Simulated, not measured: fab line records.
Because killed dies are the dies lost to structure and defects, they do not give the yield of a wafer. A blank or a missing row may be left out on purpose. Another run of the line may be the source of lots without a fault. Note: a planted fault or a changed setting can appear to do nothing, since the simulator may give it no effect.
Split-lot experiment / flow n5Finfet / 7 lots, 39 wafers read, on a route of 1938 steps

ON THE SPLIT
At N5_BEOL_M13_TRENCH_ETCH_34 (etches SiOC in C4F8/O2/Ar, target depth 413.47 nm, time 162.6 s), the setting targetDepthA was moved away from the recipe's 4134.7 angstrom on 12 of the 39 wafers read, by -23.6% to +33.7%. For the rest of the wafers, this setting stayed at what the recipe calls for.

FROM THE SPLIT TO THE READING: what the file shows between them, 10 steps
- N5_BEOL_M13_STRIP_70: strips in C4F8/O2/Ar
- N5_BEOL_M13_OCD_MEAS_35
- N5_BEOL_M13_STRIP_37: strips in N2/H2
- N5_BEOL_M13_ETCH_38: etches SiCN in CF4/N2, target depth 67.5 nm, time 71.9 s
- N5_BEOL_M13_ECD_47: material Cu, target thk 936 nm
- N5_BEOL_M13_ANNEAL_48: time 90 s
- N5_BEOL_M13_CMP_49: polishes, stops on SiOC, t overpolish 17.1 s, target thk 420 nm
- N5_BEOL_M13_THK_MEAS_50: measures by xrf
- N5_BEOL_M13_PRE_CLEAN_52: time 15 s
- N5_BEOL_M13_DEP_53: deposits SiCN from 3MS/NH3, target thk 50 nm, time 17.8 s

THE READING
At N5_BEOL_M13_RS_MEAS_54, a four-point-probe measurement gives M13_RS in ohm/sq. Typical for fault-free wafers on this fab line: 0.0452 ohm/sq, with standard deviation 0.00052 ohm/sq.

wafer=L075.1; tool, chamber at the split=rieDiel-03, 0; targetDepthA as run, angstrom=5527; against the recipe=+33.7%; M13_RS, ohm/sq=0.0336; against lot-mates on the recipe=-0.0116
wafer=L075.2; tool, chamber at the split=rieDiel-03, 3; targetDepthA as run, angstrom=5527; against the recipe=+33.7%; M13_RS, ohm/sq=0.0340; against lot-mates on the recipe=-0.0112
wafer=L075.3; tool, chamber at the split=rieDiel-03, 2; targetDepthA as run, angstrom=4134.7; against the recipe=recipe; M13_RS, ohm/sq=0.0457; against lot-mates on the recipe=-
wafer=L075.4; tool, chamber at the split=rieDiel-03, 1; targetDepthA as run, angstrom=5527; against the recipe=+33.7%; M13_RS, ohm/sq=0.0335; against lot-mates on the recipe=-0.0117
wafer=L075.5; tool, chamber at the split=rieDiel-03, 1; targetDepthA as run, angstrom=4134.7; against the recipe=recipe; M13_RS, ohm/sq=0.0449; against lot-mates on the recipe=-
wafer=L075.6; tool, chamber at the split=rieDiel-03, 0; targetDepthA as run, angstrom=4134.7; against the recipe=recipe; M13_RS, ohm/sq=0.0449; against lot-mates on the recipe=-
wafer=L080.1; tool, chamber at the split=rieDiel-03, 1; targetDepthA as run, angstrom=4134.7; against the recipe=recipe; M13_RS, ohm/sq=0.0452; against lot-mates on the recipe=-
wafer=L080.2; tool, chamber at the split=rieDiel-03, 2; targetDepthA as run, angstrom=4134.7; against the recipe=recipe; M13_RS, ohm/sq=0.0460; against lot-mates on the recipe=-
wafer=L080.3; tool, chamber at the split=rieDiel-03, 3; targetDepthA as run, angstrom=5338; against the recipe=+29.1%; M13_RS, ohm/sq=0.0349; against lot-mates on the recipe=-0.0107
wafer=L080.4; tool, chamber at the split=rieDiel-03, 0; targetDepthA as run, angstrom=5338; against the recipe=+29.1%; M13_RS, ohm/sq=0.0348; against lot-mates on the recipe=-0.0108
wafer=L080.5; tool, chamber at the split=rieDiel-03, 3; targetDepthA as run, angstrom=4134.7; against the recipe=recipe; M13_RS, ohm/sq=0.0455; against lot-mates on the recipe=-
wafer=L080.6; tool, chamber at the split=rieDiel-03, 0; targetDepthA as run, angstrom=5338; against the recipe=+29.1%; M13_RS, ohm/sq=0.0345; against lot-mates on the recipe=-0.0111
wafer=L082.1; tool, chamber at the split=rieDiel-02, 2; targetDepthA as run, angstrom=4134.7; against the recipe=recipe; M13_RS, ohm/sq=0.0448; against lot-mates on the recipe=-
wafer=L082.2; tool, chamber at the split=rieDiel-02, 1; targetDepthA as run, angstrom=4134.7; against the recipe=recipe; M13_RS, ohm/sq=0.0447; against lot-mates on the recipe=-
wafer=L082.3; tool, chamber at the split=rieDiel-02, 0; targetDepthA as run, angstrom=4134.7; against the recipe=recipe; M13_RS, ohm/sq=0.0447; against lot-mates on the recipe=-
wafer=L082.4; tool, chamber at the split=rieDiel-02, 1; targetDepthA as run, angstrom=4134.7; against the recipe=recipe; M13_RS, ohm/sq=0.0444; against lot-mates on the recipe=-
wafer=L082.5; tool, chamber at the split=rieDiel-02, 2; targetDepthA as run, angstrom=4134.7; against the recipe=recipe; M13_RS, ohm/sq=0.0452; against lot-mates on the recipe=-
wafer=L082.6; tool, chamber at the split=rieDiel-02, 0; targetDepthA as run, angstrom=4134.7; against the recipe=recipe; M13_RS, ohm/sq=0.0455; against lot-mates on the recipe=-
wafer=L081.1; tool, chamber at the split=rieDiel-02, 3; targetDepthA as run, angstrom=4134.7; against the recipe=recipe; M13_RS, ohm/sq=0.0453; against lot-mates on the recipe=-
wafer=L081.2; tool, chamber at the split=rieDiel-02, 1; targetDepthA as run, angstrom=3159; against the recipe=-23.6%; M13_RS, ohm/sq=0.0590; against lot-mates on the recipe=+0.0139
wafer=L081.3; tool, chamber at the split=rieDiel-02, 2; targetDepthA as run, angstrom=3159; against the recipe=-23.6%; M13_RS, ohm/sq=0.0598; against lot-mates on the recipe=+0.0147
wafer=L081.4; tool, chamber at the split=rieDiel-02, 3; targetDepthA as run, angstrom=3159; against the recipe=-23.6%; M13_RS, ohm/sq=0.0600; against lot-mates on the recipe=+0.0149
wafer=L081.5; tool, chamber at the split=rieDiel-02, 2; targetDepthA as run, angstrom=4134.7; against the recipe=recipe; M13_RS, ohm/sq=0.0453; against lot-mates on the recipe=-
wafer=L081.6; tool, chamber at the split=rieDiel-02, 1; targetDepthA as run, angstrom=4134.7; against the recipe=recipe; M13_RS, ohm/sq=0.0447; against lot-mates on the recipe=-
wafer=L087.4; tool, chamber at the split=rieDiel-03, 1; targetDepthA as run, angstrom=4134.7; against the recipe=recipe; M13_RS, ohm/sq=0.0454; against lot-mates on the recipe=-
wafer=L087.5; tool, chamber at the split=rieDiel-03, 3; targetDepthA as run, angstrom=4134.7; against the recipe=recipe; M13_RS, ohm/sq=0.0456; against lot-mates on the recipe=-
wafer=L087.6; tool, chamber at the split=rieDiel-03, 0; targetDepthA as run, angstrom=4134.7; against the recipe=recipe; M13_RS, ohm/sq=0.0443; against lot-mates on the recipe=-
wafer=L091.1; tool, chamber at the split=rieDiel-03, 0; targetDepthA as run, angstrom=4134.7; against the recipe=recipe; M13_RS, ohm/sq=0.0448; against lot-mates on the recipe=-
wafer=L091.2; tool, chamber at the split=rieDiel-03, 1; targetDepthA as run, angstrom=4134.7; against the recipe=recipe; M13_RS, ohm/sq=0.0451; against lot-mates on the recipe=-
wafer=L091.3; tool, chamber at the split=rieDiel-03, 3; targetDepthA as run, angstrom=4134.7; against the recipe=recipe; M13_RS, ohm/sq=0.0461; against lot-mates on the recipe=-
wafer=L091.4; tool, chamber at the split=rieDiel-03, 2; targetDepthA as run, angstrom=4134.7; against the recipe=recipe; M13_RS, ohm/sq=0.0454; against lot-mates on the recipe=-
wafer=L091.5; tool, chamber at the split=rieDiel-03, 2; targetDepthA as run, angstrom=4134.7; against the recipe=recipe; M13_RS, ohm/sq=0.0453; against lot-mates on the recipe=-
wafer=L091.6; tool, chamber at the split=rieDiel-03, 1; targetDepthA as run, angstrom=4134.7; against the recipe=recipe; M13_RS, ohm/sq=0.0451; against lot-mates on the recipe=-
wafer=L096.1; tool, chamber at the split=rieDiel-03, 3; targetDepthA as run, angstrom=5462; against the recipe=+32.1%; M13_RS, ohm/sq=0.0340; against lot-mates on the recipe=-0.0106
wafer=L096.2; tool, chamber at the split=rieDiel-03, 0; targetDepthA as run, angstrom=4134.7; against the recipe=recipe; M13_RS, ohm/sq=0.0444; against lot-mates on the recipe=-
wafer=L096.3; tool, chamber at the split=rieDiel-03, 1; targetDepthA as run, angstrom=5462; against the recipe=+32.1%; M13_RS, ohm/sq=0.0336; against lot-mates on the recipe=-0.0110
wafer=L096.4; tool, chamber at the split=rieDiel-03, 2; targetDepthA as run, angstrom=5462; against the recipe=+32.1%; M13_RS, ohm/sq=0.0338; against lot-mates on the recipe=-0.0108
wafer=L096.5; tool, chamber at the split=rieDiel-03, 0; targetDepthA as run, angstrom=4134.7; against the recipe=recipe; M13_RS, ohm/sq=0.0444; against lot-mates on the recipe=-
wafer=L096.6; tool, chamber at the split=rieDiel-03, 3; targetDepthA as run, angstrom=4134.7; against the recipe=recipe; M13_RS, ohm/sq=0.0450; against lot-mates on the recipe=-

THE FIT
A straight line over all 39 wafers: M13_RS changes by -0.000406 ohm/sq for each +1% of targetDepthA; r = -0.97; the points scatter about the line by 0.0015 ohm/sq.
The same after taking each lot's own level away (the mean of its wafers on the recipe; 39 wafers): -0.000405 ohm/sq for each +1%; r = -0.97; scatter 0.0015 ohm/sq.
According to that fit, moving targetDepthA by its largest amount changes the reading by 0.014 ohm/sq.
The span of the lots' own levels, 0.04460 to 0.04557 ohm/sq, comes to 1.9 times the standard deviation stated above.
The two slopes agree, so the slope changes little with the lot-to-lot level.
Check: -0.013 ohm/sq against its lot-mates is what the line predicts for one of the wafers moved furthest among these (+33.7%) when that wafer is left out of the fit. It came out at -0.0116 ohm/sq against them.

THE WHOLE CHAIN: every reading that the file lists as answering this split, in the file's order
step=N5_BEOL_M13_TRENCH_ETCH_34; what it does=etches SiOC in C4F8/O2/Ar, target depth 413.47 nm, time 162.6 s; reading=etch.depthNm (the simulator's own value, which no gauge read); change (the file's fit)=+4.12 nm for each +1% of the setting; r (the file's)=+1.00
step=N5_BEOL_M13_OCD_MEAS_35; what it does=; reading=trenchDepthNm; change (the file's fit)=+4.12 nm for each +1% of the setting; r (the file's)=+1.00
step=N5_BEOL_M13_CMP_49; what it does=polishes, stops on SiOC, t overpolish 17.1 s, target thk 420 nm; reading=Cu_of_BEOL_M13_ECD_47.thkNm (the simulator's own value, which no gauge read); change (the file's fit)=+4.14 nm for each +1% of the setting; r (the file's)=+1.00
step=N5_BEOL_M13_THK_MEAS_50; what it does=measures by xrf; reading=M13_THK; change (the file's fit)=+4.1 for each +1% of the setting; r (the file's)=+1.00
step=N5_BEOL_M13_RS_MEAS_54; what it does=measures by four-point-probe; reading=M13_RS; change (the file's fit)=-0.00039 for each +1% of the setting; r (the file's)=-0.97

THE FILE'S OWN FIT
M13_RS changes by -0.00039 ohm/sq for each +1% of targetDepthA, r = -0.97.
